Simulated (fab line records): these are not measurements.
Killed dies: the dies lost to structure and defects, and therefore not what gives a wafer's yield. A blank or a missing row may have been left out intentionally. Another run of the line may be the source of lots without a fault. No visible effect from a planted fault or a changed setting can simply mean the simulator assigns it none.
fab line records	flow nand-harc	part 1 of 2: steps 1 to 4 of 6
record lots=21	wafers=63	last-day=25
route steps=1159 shown A_SGD_CUT@777 A_SLIT@780 A_CONTACT@859
lots that met no fault: from a run of the same line without faults
start-h: hours from the record's opening day to when the first of the lot's shown wafers began	wait-h: hours from the lot's prior step to this one	" the same as in the row above	L1.1+2: one row covering several wafers at once	- either no value or no given start	* or withheld: withheld	< > ~ a bound
route shown NAME@n: NAME is a module with steps in the file, n the number in the route of the first one	usual: mean/standard deviation taken from wafers without a fault	same: alike in all rows	chamber/n: place in a boat	sites: readings site by site	_std_site: the standard deviation of these	_edge_site: inner sites' mean taken away from outer sites' mean	radius-mm: how far each site lies from the wafer's centre	mask NAME#n: copy n	behind: the most recent tool/chamber to have shaped the wafer	hold: reason for holding the lot/hours on hold/outcome of the hold	device: the transistor (n, p or np) that didn't switch	end of line: the tests these same wafers got at the end of their route	a step with no rows: only its recipe	killed: count of dies lost to structure and defects at first sort (not the wafer's yield)	map: a wafer's dies, marking killed ones x, the rest . and places with no die _
set.NAME: the setting that was run; set.NAME@STEP: the one run at that earlier step	model.NAME: the simulator's own value behind a step, which no gauge read
route steps across a sampled set of lots; one table per step, one row per wafer
services: the hour from which a tool's chamber was out of use, counted from the record's first day as start-h (under 0 if before that day), plus the number of hours and why
## steps
# step NHARC_A_SGD_CUT_STRIP_28
# recipe time-s=20	o2-flow-sccm=500	ar-flow-sccm=0	bias-w=0	chemistry=O2
# usual chamber-pressure-mTorr=60.00/0.051	drypump-motor-current-A=5.7/0.34	oes-product-au=1.003/0.0075	rf-vpp-V=57.8/0.79	showerhead-plenum-p-Torr=3.52/0.1	throttle-valve-pct=17.036/0.0096
lot.wafer	tool	chamber	start-h	wait-h	chamber-pressure-mTorr	drypump-motor-current-A	oes-product-au	rf-hours-counter-h	rf-vpp-V	showerhead-plenum-p-Torr	throttle-valve-pct
L075.2	rie-diel-08	1	-	-	60.00	5.7	1.001	1	59.7	3.76	17.045
L075.5	"	2	"	"	59.99	6.3	0.997	-	57.6	3.48	17.015
L075.6	"	3	"	"	60.03	5.3	0.999	-	58.8	3.47	17.048
L076.3	rie-diel-09	1	-	-	59.97	6.1	0.982	7	59.3	3.54	17.046
L076.2	"	0	"	"	59.94	5.3	0.982	7	55.8	3.31	17.046
L076.5	"	2	"	"	59.98	6.0	0.991	-	58.7	3.55	17.044
L077.4	rie-diel-04	2	-	-	59.97	5.5	1.000	4	56.9	3.45	17.019
L077.2	"	3	"	"	60.05	5.9	1.011	3	57.0	3.50	17.037
L077.6	"	3	"	"	60.07	5.9	1.025	-	58.0	3.50	17.013
L074.2	rie-diel-08	1	-	-	59.96	5.7	0.998	2	58.9	3.76	17.021
L074.3	"	2	"	"	59.95	6.3	1.009	1	57.3	3.48	17.046
L074.4	"	3	"	"	60.03	5.2	1.012	2	57.7	3.47	17.049
L078.4	rie-diel-08	2	-	-	60.04	6.3	1.011	1	57.2	3.48	17.032
L078.2	"	0	"	"	59.98	5.6	0.997	2	56.5	3.45	17.033
L078.3	"	1	"	"	60.04	5.7	0.992	2	57.5	3.76	17.041
L079.3	rie-diel-08	0	-	-	59.97	5.6	1.002	2	57.4	3.45	17.055
L079.1	"	1	"	"	60.02	5.7	0.998	2	57.1	3.76	17.042
L079.5	"	0	"	"	59.99	5.6	1.005	-	57.5	3.45	17.053
L082.4	rie-diel-04	1	-	-	60.02	6.2	1.004	5	58.7	3.51	17.019
L082.1	"	0	"	"	60.00	5.5	1.007	5	58.0	3.58	17.044
L082.5	"	1	"	"	60.04	6.2	1.004	-	58.7	3.51	17.035
L080.3	rie-diel-08	3	-	-	60.05	5.3	1.009	3	58.0	3.47	17.042
L080.2	"	0	"	"	59.98	5.6	1.006	3	57.7	3.45	17.040
L080.6	"	3	"	"	60.00	5.3	1.007	-	57.2	3.47	17.041
L081.3	rie-diel-09	3	-	-	60.04	5.7	1.008	9	58.2	3.62	17.049
L081.1	"	0	"	"	60.02	5.3	0.994	9	59.5	3.31	17.041
L081.5	"	2	"	"	59.97	6.0	1.009	-	57.8	3.55	17.057
L084.3	rie-diel-04	1	-	-	60.17	6.2	1.008	6	57.5	3.51	17.039
L084.1	"	2	"	"	59.94	5.5	1.002	7	57.7	3.44	17.031
L084.2	"	0	"	"	59.93	5.4	1.013	6	57.7	3.58	17.050
L083.1	rie-diel-08	3	-	-	59.91	5.3	0.996	6	56.4	3.47	17.027
L083.5	"	2	"	"	60.03	6.3	1.007	-	56.2	3.48	17.030
L083.6	"	3	"	"	60.02	5.3	1.000	-	58.9	3.47	17.056
L085.1	rie-diel-04	3	-	-	59.95	5.9	0.994	8	56.9	3.49	17.034
L085.3	"	2	"	"	60.02	5.5	0.989	9	57.9	3.44	17.030
L085.6	"	0	"	"	59.98	5.5	0.998	-	56.8	3.58	17.035
L086.2	rie-diel-08	3	391.10	0.2	59.98	5.3	1.012	7	57.0	3.47	17.038
L086.1	"	0	"	"	60.07	5.5	1.000	7	57.3	3.45	17.019
L086.6	"	1	"	"	59.99	5.7	1.002	-	57.5	3.75	17.028
L088.2	rie-diel-08	3	391.15	0.1	59.96	5.2	1.011	7	57.9	3.47	17.039
L088.3	"	0	"	"	59.96	5.5	1.008	7	56.9	3.45	17.043
L088.1	"	1	"	"	60.07	5.7	0.999	7	59.4	3.75	17.043
L094.2	rie-diel-08	3	-	-	60.03	5.2	1.013	8	57.3	3.47	17.034
L094.3	"	0	"	"	60.01	5.6	1.019	9	57.4	3.45	17.042
L094.1	"	1	"	"	59.95	5.7	0.997	9	58.3	3.75	17.042
L092.3	rie-diel-08	3	-	-	60.00	5.3	1.017	10	57.5	3.47	17.045
L092.5	"	2	"	"	59.95	6.2	1.014	-	57.1	3.48	17.037
L092.6	"	3	"	"	59.94	5.3	1.000	-	57.0	3.47	17.024
L095.2	rie-diel-04	1	-	-	59.97	6.2	1.003	12	58.7	3.50	17.047
L095.3	"	2	"	"	59.96	5.4	0.997	13	57.6	3.44	17.044
L095.6	"	3	"	"	60.01	5.9	1.011	-	57.7	3.49	17.040
L091.3	rie-diel-04	3	-	-	59.97	5.9	1.011	13	57.6	3.49	17.032
L091.6	"	3	"	"	59.99	5.9	1.007	-	57.2	3.49	17.029
L091.5	"	0	"	"	60.01	5.4	1.006	-	58.9	3.58	17.031
L096.2	rie-diel-08	2	-	-	59.96	6.3	1.002	8	58.6	3.48	17.041
L096.3	"	3	"	"	59.99	5.2	1.010	10	57.7	3.47	17.033
L096.1	"	1	"	"	60.06	5.7	0.998	10	60.0	3.75	17.025
L093.3	rie-diel-08	3	-	-	60.03	5.3	0.999	10	57.8	3.47	17.033
L093.2	"	1	"	"	59.98	5.7	0.994	11	58.9	3.75	17.036
L093.6	"	3	"	"	60.11	5.2	1.006	-	57.0	3.47	17.025
L097.2	rie-diel-04	3	-	-	59.92	6.0	1.004	16	59.4	3.49	17.039
L097.3	"	0	"	"	60.00	5.5	1.011	15	58.4	3.58	17.029
L097.6	"	3	"	"	60.03	5.9	1.004	-	58.5	3.49	17.048
# step NHARC_A_SLIT_DEP_00
# recipe target-thk-a=32000	temp-c=400	material=aC
# usual susceptor-temp-C=400.00/0.23	throttle-valve-pct=35.000/0.009
lot.wafer	tool	chamber	start-h	wait-h	susceptor-temp-C	throttle-valve-pct
L075.2	acl-dep-03	0	328.67	-	-	35.002
L075.5	"	0	"	"	-	35.000
L075.6	"	0	"	"	-	35.000
L076.2	acl-dep-03	0	333.75	-	399.96	34.999
L076.3	"	0	"	"	400.20	34.997
L076.5	"	0	"	"	399.82	35.007
L077.2	acl-dep-02	0	333.76	-	-	34.995
L077.4	"	0	"	"	-	34.997
L077.6	"	0	"	"	-	34.997
L074.2	acl-dep-01	0	333.89	-	-	35.027
L074.3	"	0	"	"	-	35.010
L074.4	"	0	"	"	-	34.989
L078.2	acl-dep-02	0	338.76	-	400.04	35.001
L078.3	"	0	"	"	400.40	35.017
L078.4	"	0	"	"	400.38	34.994
L079.1	acl-dep-03	0	347.67	-	400.05	35.005
L079.3	"	0	"	"	399.99	35.000
L079.5	"	0	"	"	400.04	35.001
L082.1	acl-dep-03	0	356.73	-	399.94	35.000
L082.4	"	0	"	"	399.89	34.984
L082.5	"	0	"	"	399.97	35.010
L080.2	acl-dep-01	0	358.06	-	400.24	35.007
L080.3	"	0	"	"	400.48	35.002
L080.6	"	0	"	"	399.96	35.007
L081.1	acl-dep-03	0	358.70	-	400.06	34.996
L081.3	"	0	"	"	400.03	35.002
L081.5	"	0	"	"	400.14	35.007
L083.1	acl-dep-02	0	378.48	-	-	34.987
L083.5	"	0	379.77	-	-	34.993
L083.6	"	0	"	"	-	35.006
L084.1	acl-dep-01	0	378.87	-	-	34.992
L084.2	"	0	"	"	-	35.003
L084.3	"	0	"	"	-	35.005
L085.1	acl-dep-02	0	392.27	-	399.95	34.996
L085.3	"	0	"	"	399.94	35.001
L085.6	"	0	"	"	400.31	34.992
L086.1	acl-dep-01	0	393.42	-	-	35.003
L086.2	"	0	"	"	-	34.986
L086.6	"	0	395.03	-	-	34.997
L088.1	acl-dep-02	0	394.24	-	399.53	34.990
L088.2	"	0	"	"	399.67	35.000
L088.3	"	0	"	"	399.77	35.002
L094.1	acl-dep-03	0	425.94	-	399.74	34.990
L094.2	"	0	"	"	399.97	35.000
L094.3	"	0	"	"	399.95	35.025
L095.2	acl-dep-03	0	433.07	-	-	34.998
L095.3	"	0	"	"	-	34.985
L095.6	"	0	"	"	-	35.011
L092.3	acl-dep-01	0	433.41	-	400.14	34.997
L092.5	"	0	"	"	399.63	34.997
L092.6	"	0	"	"	400.08	34.991
L096.1	acl-dep-03	0	435.34	-	399.72	35.012
L096.2	"	0	"	"	399.83	34.998
L096.3	"	0	"	"	400.26	35.002
L091.3	acl-dep-02	0	435.93	-	399.51	35.004
L091.5	"	0	"	"	399.82	34.997
L091.6	"	0	"	"	399.78	34.993
L093.2	acl-dep-02	0	439.82	-	400.01	35.012
L093.3	"	0	"	"	399.82	34.990
L093.6	"	0	"	"	399.86	34.988
L097.2	acl-dep-01	0	455.31	-	400.44	35.019
L097.3	"	0	"	"	399.96	34.996
L097.6	"	0	"	"	400.44	34.990
# step NHARC_A_SLIT_ETCH_29
# recipe target-depth-a=1000	overetch-a=100	time-s=55	ion-energy-ev=100	cf4-flow-sccm=80	o2-flow-sccm=20	ar-flow-sccm=0	rf-w=300	bias-w=100	chemistry=CF4/O2
# usual chamber-pressure-mTorr=30.001/0.025	drypump-motor-current-A=5.8/0.64	oes_ar_750_au=1.000/0.0046	oes-product-au=0.999/0.0087	rf-vpp-V=197.7/1.1	showerhead-plenum-p-Torr=1.33/0.038	throttle-valve-pct=13.397/0.0088
lot.wafer	tool	chamber	start-h	wait-h	chamber-pressure-mTorr	drypump-motor-current-A	oes_ar_750_au	oes-product-au	rf-hours-counter-h	rf-vpp-V	showerhead-plenum-p-Torr	throttle-valve-pct
L075.2	rie-diel-10	3	336.56	0.1	29.975	6.8	0.996	1.004	13	196.6	1.29	13.410
L075.6	"	1	"	"	29.985	5.3	1.001	1.002	-	198.6	1.36	13.391
L075.5	"	2	"	"	30.025	5.1	1.000	0.992	-	197.6	1.32	13.408
L077.2	rie-diel-10	2	339.13	0.1	30.014	5.1	0.997	1.001	12	197.4	1.32	13.399
L077.4	"	1	"	"	29.979	5.3	1.013	1.006	12	200.0	1.36	13.391
L077.6	"	3	"	"	30.047	6.8	1.003	1.009	-	196.2	1.29	13.388
L076.2	rie-diel-05	1	339.56	0.1	30.011	6.2	1.003	0.999	14	198.7	1.33	13.394
L076.3	"	0	"	"	29.989	5.6	0.994	1.012	-	195.6	1.31	13.414
L076.5	"	0	"	"	29.991	5.7	1.005	1.014	-	197.9	1.31	13.399
L074.3	rie-diel-10	0	340.80	0.1	30.001	5.6	0.991	1.002	14	197.3	1.32	13.395
L074.2	"	1	"	"	29.997	5.3	1.001	1.001	12	197.9	1.36	13.409
L074.4	"	2	"	"	30.010	5.1	1.008	1.000	12	197.7	1.32	13.400
L078.2	rie-diel-10	1	344.18	0.1	30.002	5.3	0.995	0.988	12	198.2	1.36	13.403
L078.4	"	2	"	"	30.006	5.1	1.010	0.983	12	197.9	1.32	13.402
L078.3	"	3	"	"	29.997	6.8	1.001	1.010	13	197.3	1.29	13.400
L079.3	rie-diel-06	0	357.03	0.1	30.005	6.3	0.997	1.001	7	200.0	1.38	13.406
L079.1	"	2	"	"	29.979	5.7	1.009	1.005	7	197.4	1.29	13.394
L079.5	"	3	"	"	29.933	6.8	0.991	1.000	-	195.9	1.29	13.410
L082.1	rie-diel-05	2	362.51	0.1	29.989	5.2	0.998	1.005	1	197.4	1.42	13.389
L082.4	"	2	"	"	29.986	5.2	1.002	0.998	-	200.5	1.42	13.397
L082.5	"	1	"	"	29.966	6.2	0.997	0.999	-	197.5	1.33	13.395
L080.3	rie-diel-06	1	363.34	0.1	29.988	4.8	0.999	1.018	9	199.8	1.35	13.405
L080.2	"	3	"	"	30.013	6.8	1.006	0.996	9	195.5	1.29	13.400
L080.6	"	1	"	"	29.997	4.8	0.995	1.003	-	197.0	1.35	13.396
L081.3	rie-diel-10	0	364.41	0.1	29.975	5.7	0.996	1.002	0	197.5	1.32	13.379
L081.1	"	3	"	"	29.988	6.8	0.998	0.985	0	196.7	1.29	13.390
L081.5	"	1	"	"	30.011	5.3	0.998	0.990	-	196.5	1.36	13.404
L083.1	rie-diel-10	1	384.18	0.1	30.037	5.3	0.999	0.997	1	198.0	1.35	13.393
L083.6	"	3	"	"	30.068	6.8	1.003	1.008	-	198.9	1.29	13.386
L083.5	"	0	"	"	30.001	5.6	0.993	0.998	-	197.8	1.32	13.392
L084.2	rie-diel-10	3	385.85	0.1	29.997	6.8	1.009	0.996	1	197.1	1.29	13.404
L084.1	"	1	"	"	30.001	5.3	1.002	0.985	1	198.2	1.36	13.368
L084.3	"	2	"	"	30.013	5.1	1.002	0.984	1	196.9	1.32	13.393
L085.3	rie-diel-05	2	399.27	0.1	29.968	5.2	1.006	0.993	4	198.5	1.42	13.396
L085.1	"	1	"	"	29.997	6.2	1.000	1.000	4	195.7	1.33	13.393
L085.6	"	2	"	"	30.019	5.2	0.996	1.001	-	198.0	1.42	13.398
L086.2	rie-diel-10	0	400.23	0.1	29.985	5.6	1.001	1.001	3	197.1	1.32	13.417
L086.1	"	1	"	"	30.017	5.3	0.998	0.993	3	197.9	1.35	13.396
L086.6	"	3	"	"	29.976	6.8	0.999	1.006	-	199.1	1.29	13.401
L088.1	rie-diel-05	0	400.95	0.1	29.976	5.7	1.007	1.000	4	198.4	1.31	13.394
L088.2	"	1	"	"	29.993	6.1	1.005	0.993	4	198.2	1.33	13.390
L088.3	"	2	"	"	30.003	5.2	1.001	0.996	4	198.7	1.42	13.386
L094.3	rie-diel-05	2	431.95	0.1	29.989	5.2	1.001	1.003	7	199.4	1.42	13.390
L094.2	"	3	"	"	29.999	6.1	0.999	1.009	4	198.5	1.42	13.394
L094.1	"	0	"	"	29.974	5.6	1.003	0.998	7	196.2	1.31	13.398
L092.3	rie-diel-10	3	438.52	0.1	29.999	6.8	0.997	0.994	5	198.0	1.28	13.398
L092.5	"	0	"	"	30.017	5.6	1.012	0.985	-	197.1	1.32	13.403
L092.6	"	1	"	"	29.995	5.3	0.997	0.986	-	198.7	1.35	13.403
L095.3	rie-diel-06	2	438.81	0.1	29.981	5.7	1.002	1.005	1	196.7	1.28	13.395
L095.2	"	3	"	"	29.967	6.7	1.001	1.002	2	195.6	1.29	13.398
L095.6	"	1	"	"	30.003	4.8	1.001	1.017	-	198.7	1.35	13.392
L091.3	rie-diel-06	0	441.03	0.1	29.993	6.4	0.999	1.019	1	198.6	1.37	13.391
L091.5	"	2	"	"	30.044	5.7	1.007	1.019	-	196.8	1.28	13.405
L091.6	"	3	"	"	30.007	6.7	1.003	1.012	-	198.3	1.29	13.399
L096.2	rie-diel-10	2	441.19	0.1	30.005	5.1	1.010	0.993	5	195.5	1.32	13.402
L096.3	"	3	"	"	30.060	6.8	1.005	0.991	5	198.8	1.28	13.401
L096.1	"	0	"	"	29.976	5.7	1.002	0.996	6	198.4	1.32	13.402
L093.2	rie-diel-10	1	445.20	0.1	30.002	5.3	1.002	0.990	6	197.3	1.35	13.405
L093.3	"	2	"	"	29.949	5.1	1.003	0.982	5	199.9	1.32	13.411
L093.6	"	2	"	"	30.006	5.1	1.001	0.997	-	196.6	1.32	13.416
L097.2	rie-diel-10	0	467.94	0.1	29.977	5.7	1.003	0.993	8	198.5	1.32	13.399
L097.3	"	2	"	"	30.036	5.1	1.001	0.983	7	197.0	1.32	13.403
L097.6	"	3	"	"	29.972	6.8	1.000	1.003	-	197.0	1.28	13.403
# step NHARC_A_CONTACT_ETCH_49
# recipe target-depth-a=2600	over-etch-frac=0.3	time-s=475.3	ion-energy-ev=200	n2-flow-sccm=150	h2-flow-sccm=150	ar-flow-sccm=0	rf-w=400	bias-w=150	chemistry=N2/H2
# usual chamber-pressure-mTorr=29.996/0.028	drypump-motor-current-A=5.96/0.22	oes-product-au=1.000/0.0073	rf-vpp-V=430.0/2.8	showerhead-plenum-p-Torr=2.02/0.096	throttle-valve-pct=14.171/0.0096
# same over-etch-frac=0.3
lot.wafer	tool	chamber	start-h	wait-h	chamber-pressure-mTorr	drypump-motor-current-A	oes-product-au	rf-hours-counter-h	rf-vpp-V	showerhead-plenum-p-Torr	throttle-valve-pct
L074.4	rie-diel-02	2	-	-	29.986	6.08	0.998	7	427.1	1.97	14.169
L074.2	"	3	"	"	30.006	5.95	1.007	6	427.4	1.96	14.161
L074.3	"	0	"	"	29.991	6.01	0.996	4	429.8	2.01	14.168
L077.2	rie-diel-02	1	-	-	29.986	6.24	0.994	7	433.7	2.16	14.148
L077.4	"	2	"	"	30.009	6.00	1.011	7	430.1	1.97	14.171
L077.6	"	3	"	"	29.990	6.04	0.996	-	428.4	1.96	14.170
L075.2	rie-diel-01	1	-	-	29.970	6.11	1.001	23	433.7	2.12	14.179
L075.5	"	2	"	"	30.034	5.74	0.994	-	426.3	1.90	14.163
L075.6	"	3	"	"	29.986	5.62	1.013	-	433.4	2.18	14.168
L076.2	rie-diel-02	1	-	-	30.045	6.21	1.007	9	433.1	2.16	14.166
L076.3	"	2	"	"	29.933	6.06	1.004	9	428.7	1.97	14.160
L076.5	"	1	"	"	30.014	6.22	1.002	-	434.9	2.16	14.159
L078.4	rie-diel-02	2	-	-	30.004	6.03	1.004	10	428.9	1.97	14.160
L078.2	"	3	"	"	30.023	5.97	0.991	10	429.3	1.96	14.169
L078.3	"	1	"	"	29.965	6.22	1.008	10	433.4	2.16	14.183
L079.3	rie-diel-01	1	-	-	30.000	6.10	1.008	30	432.0	2.11	14.172
L079.1	"	0	"	"	30.002	5.71	0.999	30	428.2	1.89	14.162
L079.5	"	2	"	"	30.058	5.71	0.991	-	426.7	1.90	14.165
L081.1	rie-diel-02	0	-	-	30.015	6.02	1.003	10	428.9	2.00	14.169
L081.3	"	1	"	"	29.992	6.22	1.001	13	434.1	2.15	14.185
L081.5	"	3	"	"	30.017	6.00	1.003	-	428.7	1.96	14.170
L082.1	rie-diel-01	2	-	-	30.027	5.72	0.985	36	425.9	1.90	14.176
L082.4	"	3	"	"	29.969	5.60	1.009	36	434.8	2.18	14.162
L082.5	"	2	"	"	30.020	5.72	0.989	-	425.8	1.90	14.187
L080.3	rie-diel-01	0	-	-	29.990	5.69	1.016	36	426.0	1.89	14.168
L080.2	"	2	"	"	29.996	5.70	1.000	38	426.0	1.90	14.177
L080.6	"	3	"	"	29.969	5.57	1.007	-	435.8	2.18	14.174
L084.1	rie-diel-12	1	-	-	30.067	5.80	0.993	6	426.8	1.90	14.177
L084.3	"	2	"	"	29.954	5.58	0.988	11	429.6	2.01	14.160
L084.2	"	0	"	"	29.992	6.09	0.995	12	430.9	2.03	14.181
L083.1	rie-diel-01	3	-	-	29.970	5.58	1.006	44	432.7	2.18	14.182
L083.5	"	0	"	"	30.011	5.71	1.010	-	425.5	1.89	14.170
L083.6	"	1	"	"	30.039	6.14	0.991	-	432.7	2.11	14.164
L086.1	rie-diel-02	0	-	-	30.012	6.01	1.005	15	429.3	2.00	14.173
L086.2	"	2	"	"	29.988	6.02	1.011	17	428.4	1.97	14.175
L086.6	"	1	"	"	29.994	6.22	0.999	-	432.8	2.15	14.168
L085.1	rie-diel-12	1	-	-	29.950	5.79	0.992	11	425.8	1.90	14.186
L085.3	"	3	"	"	29.979	6.20	1.003	18	433.2	2.12	14.168
L085.6	"	0	"	"	29.995	6.15	1.004	-	429.1	2.03	14.165
L088.1	rie-diel-12	3	-	-	29.987	6.20	0.993	18	433.3	2.12	14.164
L088.3	"	0	"	"	29.992	6.13	1.007	19	430.0	2.03	14.165
L088.2	"	1	"	"	30.011	5.81	0.988	12	427.4	1.90	14.164
L094.2	rie-diel-02	1	-	-	29.977	6.22	1.007	27	433.3	2.15	14.173
L094.1	"	2	"	"	30.017	6.09	1.015	24	428.3	1.96	14.189
L094.3	"	3	"	"	29.992	6.04	0.992	21	428.3	1.96	14.167
L095.2	rie-diel-02	1	-	-	30.023	6.22	0.999	28	434.9	2.15	14.145
L095.3	"	2	"	"	30.008	6.04	1.004	25	427.3	1.96	14.156
L095.6	"	1	"	"	29.986	6.21	1.002	-	433.7	2.15	14.172
L092.3	rie-diel-01	0	-	-	29.992	5.69	1.008	60	425.1	1.88	14.158
L092.5	"	0	"	"	30.002	5.69	1.007	-	426.7	1.88	14.152
L092.6	"	1	"	"	30.038	6.09	1.002	-	432.9	2.10	14.174
L091.3	rie-diel-01	2	-	-	30.004	5.74	0.999	65	425.4	1.89	14.179
L091.5	"	3	"	"	29.993	5.59	1.000	-	433.7	2.17	14.170
L091.6	"	0	"	"	29.983	5.72	1.004	-	425.1	1.88	14.173
L093.3	rie-diel-02	0	-	-	29.994	6.02	1.006	25	430.4	2.00	14.185
L093.2	"	1	"	"	30.013	6.24	1.005	30	434.3	2.15	14.174
L093.6	"	1	"	"	29.991	6.23	1.000	-	432.2	2.15	14.190
L096.1	rie-diel-02	3	-	-	29.989	6.01	0.991	26	427.4	1.96	14.171
L096.3	"	0	"	"	30.055	6.03	0.998	27	428.8	2.00	14.154
L096.2	"	2	"	"	29.997	6.09	1.001	29	427.9	1.96	14.172
L097.2	rie-diel-12	1	-	-	29.959	5.80	0.994	38	426.1	1.89	14.183
L097.3	"	2	"	"	30.013	5.59	1.007	42	429.5	2.00	14.180
L097.6	"	3	"	"	29.929	6.22	1.008	-	433.2	2.11	14.172
